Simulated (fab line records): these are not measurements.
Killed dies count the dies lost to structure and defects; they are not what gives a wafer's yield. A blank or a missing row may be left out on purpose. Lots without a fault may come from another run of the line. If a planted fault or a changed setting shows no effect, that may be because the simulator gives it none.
A single fault, viewed from 3 desks -- flow n5 finfet -- only its own numbers are on each desk; what lay behind them is given at the end

== THE DEFECT DESK ==
Counts from the inspections along the route, per lot, as means over the sampled wafers that have a number. A lot is out of limits, marked OUT, if its mean lies more than 4 standard deviations from the usual mean; the brackets give that distance.
Columns: A = raw defect count at N5_MOL_CONTACT_COAG_INSPECT_57, usual 210
lot,first seen here,A
L942,day 5 19:25,168
L943,day 6 00:53,155
L944,day 6 07:43,237
L949,day 7 12:48,483 (+4.3) OUT
L955,day 9 02:51,177
L959,day 10 01:08,243
L960,day 10 12:18,214
L961,day 10 18:25,164
L962,day 11 01:59,220
This desk's verdict: out of limits on L949, starting with L949 at day 7 12:48 (raw defect count at N5_MOL_CONTACT_COAG_INSPECT_57). In limits: L942, L943, L944, L955, L959, L960, L961, L962.

== FROM THE METROLOGY DESK ==
Lot by lot, what the gauges showed, no matter which tool ran the lot: averages of those sampled wafers that carry a number. A lot is out of limits, marked OUT, if its mean lies more than 4 standard deviations from the usual mean; the brackets give that distance. Of its 10 readings 7 are shown: those that lie furthest out on some lot.
Columns: A = DIBL_N at N5_BEOL_M4_RC_MEAS_101, usual 36.4 mV/V; B = DIBL_P at N5_BEOL_M4_RC_MEAS_101, usual 36.3 mV/V; C = IOFF_N at N5_BEOL_M4_RC_MEAS_101, usual 0.163 nA/um; D = IOFF_P at N5_BEOL_M4_RC_MEAS_101, usual 0.21 nA/um; E = ION_N at N5_BEOL_M4_RC_MEAS_101, usual 673 uA/um; F = ION_P at N5_BEOL_M4_RC_MEAS_101, usual 461 uA/um; G = VT_P at N5_BEOL_M4_RC_MEAS_101, usual -250 mV
lot,first seen here,A,B,C,D,E,F,G
L942,day 8 18:12,36.0,36.3,0.162,0.18,676,452,-254
L943,day 9 00:22,36.4,36.1,0.149,0.24,665,466,-246
L944,day 9 09:47,38.0,38.9,0.199,0.25,680,462,-250
L949,day 10 02:36,36.6,36.9,0.177,0.23,690,469,-249
L955,day 11 21:12,36.1,34.4,0.145,0.18,659,451,-252
L959,day 12 22:25,38.9,38.1,0.186,0.25,672,463,-246
L961,day 13 12:08,35.2,31.6,0.128,0.15,668,450,-257
L960,day 13 15:14,35.4,35.0,0.142,0.20,664,457,-249
L962,day 13 18:05,38.1,36.0,0.174,0.25,674,463,-245
This desk's finding: nothing out of limits on any of the 9 lots.

== TOOL OWNER'S DESK, cmp-01 ==
The tool's own readings at N5_MOL_CONTACT_COAG_CMP_28 (polishes, stops on SiNx, t overpolish 0.85 s, target thk 14.522 nm): means of the sampled wafers that have a number, for each lot that ran on this tool. A lot is out of limits, marked OUT, if its mean lies more than 4 standard deviations from the usual mean; the brackets give that distance.
Columns: A = motor current A at N5_MOL_CONTACT_COAG_CMP_28, usual 12.0 A; B = time to endpoint s at N5_MOL_CONTACT_COAG_CMP_28, usual 4.9 s
lot,first seen here,A,B
L942,day 5 18:00,12.3,3.1
L949,day 7 11:34,13.1,4.6
This desk's finding: nothing out of limits on any of the 2 lots.

== ALL TOGETHER ==
The defect desk could have raised an alarm at day 7 12:48, on L949.
Nothing out of limits was seen by the metrology desk.
The desk of the tool owner found nothing out of limits.
The metrology desk has L949 on record, within its limits.
Tool owner's desk: L949 on record, inside its limits.
N5_MOL_CONTACT_COAG_CMP_28 was run on cmp-01 by each of the lots named.

== WHAT WAS PUT IN BY THE SIMULATOR ==
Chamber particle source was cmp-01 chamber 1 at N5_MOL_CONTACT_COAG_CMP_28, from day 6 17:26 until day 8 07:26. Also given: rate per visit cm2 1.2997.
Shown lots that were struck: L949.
Hours from the fault's start to each desk's first reading out of limits: the defect desk, 19.
